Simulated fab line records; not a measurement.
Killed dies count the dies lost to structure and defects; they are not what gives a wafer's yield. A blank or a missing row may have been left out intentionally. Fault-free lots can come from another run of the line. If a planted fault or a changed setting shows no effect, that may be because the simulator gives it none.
Which tool was responsible? + flow n5-finfet + at 1 step of a route of 1938, 12 lots with 36 wafers sampled

WHAT EACH GAUGE READ, for each wafer
N5_BEOL_M10_CD_MEAS_35: target cd 70 nm.
| lot  | measured     | on        | cd-nm (nm)     |
|------|--------------|-----------|----------------|
| L074 | day 12 03:06 | cd-sem-02 | 70.1 70.8 70.0 |
| L077 | day 12 23:48 | cd-sem-01 | 70.1 70.1 70.9 |
| L080 | day 13 09:28 | cd-sem-01 | 69.4 69.6 70.1 |
| L081 | day 13 15:57 | cd-sem-01 | 69.6 70.0 70.3 |
| L086 | day 14 10:26 | cd-sem-01 | 69.9 69.7 69.6 |
| L084 | day 14 16:41 | cd-sem-02 | 69.5 69.0 69.3 |
| L087 | day 15 00:29 | cd-sem-03 | 69.5 70.2 68.9 |
| L085 | day 15 09:41 | cd-sem-01 | 70.0 69.8 70.1 |
| L093 | day 15 21:02 | cd-sem-02 | 70.1 70.3 69.3 |
| L092 | day 16 21:10 | cd-sem-03 | 70.7 70.9 70.6 |
| L095 | day 17 09:55 | cd-sem-02 | 69.7 69.1 69.0 |
| L097 | day 18 11:59 | cd-sem-03 | 69.8 69.8 70.8 |

TOOL THAT RAN EACH LOT (tool first, then ch and the chambers of the sampled wafers, then the start)
No process step before these readings appears in the record.

THE ANSWER, worked out from the rows above alone
Rule: the usual values come from the lots themselves. The widest of any qualifying gaps counts: lots, ordered by their means at a reading, are off when they make up no more than a third of the lots, leave a main group of 4 or more, and stand apart from it by 3 or more times the standard deviation of that group's means. Not used: any main group whose means are identical at the precision the tables above print for the reading. A lot without any number at a reading at which 4 lots or more have one is off too. Any other lot the step has rows for is counted as sound.
Across all readings shown, no lot is off: no conclusion can be drawn from this.

WHAT WAS PUT IN BY THE SIMULATOR
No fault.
